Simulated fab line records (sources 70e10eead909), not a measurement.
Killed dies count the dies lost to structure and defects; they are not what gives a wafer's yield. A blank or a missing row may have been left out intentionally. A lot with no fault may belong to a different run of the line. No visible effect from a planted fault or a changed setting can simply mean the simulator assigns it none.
Matching of chambers ; flow nand-harc ; 3 sister chambers for NHARC_A_STAIRCASE_DEP_151 on pecvd-01
The step deposits SiO2, target thk 7200 nm. 6 wafers are shown with their chamber, then 10 later ones without.

EACH WAFER AND ITS CHAMBER
wafer;chamber;heater-power-w (W);rf-fwd-power-W (W)
L078.6;2;554;500.3
L091.2;0;585;499.7
L091.3;2;635;498.3
L091.5;1;517;500.3
L090.1;1;623;501.4
L090.2;0;643;498.1

WAFERS WITH NO CHAMBER GIVEN
wafer;heater-power-w (W);rf-fwd-power-W (W)
L090.6;529;499.5
L093.4;518;500.8
L093.5;510;499.9
L093.6;532;495.3
L095.1;589;497.1
L095.2;620;500.9
L095.6;512;499.3
L097.1;635;497.5
L097.2;529;499.2
L097.5;529;498.7

THE CHAMBER EACH PASSED THROUGH
wafer;from the rows above;in truth
L090.6;can't be placed: 2 or 1 or 0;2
L093.4;can't be placed: 1 or 2 or 0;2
L093.5;can't be placed: 1 or 2 or 0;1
L093.6;can't be placed: 0 or 2 or 1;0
L095.1;can't be placed: 0 or 2 or 1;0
L095.2;can't be placed: 1 or 2 or 0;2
L095.6;can't be placed: 2 or 1 or 0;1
L097.1;can't be placed: 0 or 2 or 1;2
L097.2;can't be placed: 2 or 0 or 1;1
L097.5;can't be placed: 2 or 0 or 1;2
Placed correctly: 0 of 10. These rows do not allow placing 10 (true chamber among the candidates in 10). Number placed wrongly: 0.
How it was worked out, from the rows above alone: a wafer's distance from a chamber is the root of the sum, over the readings, of the square of ((its reading less the chamber's mean) divided by the reading's scatter). If the next closest chamber is less than 2 further off than the closest, the wafer can't be placed; otherwise it belongs to the closest. The mean given for a chamber averages the wafers shown for that chamber. How the scatter is found: for the shown wafers, subtract from each reading the mean of its chamber, square and add these, divide the total by (wafers less chambers), then take the root.
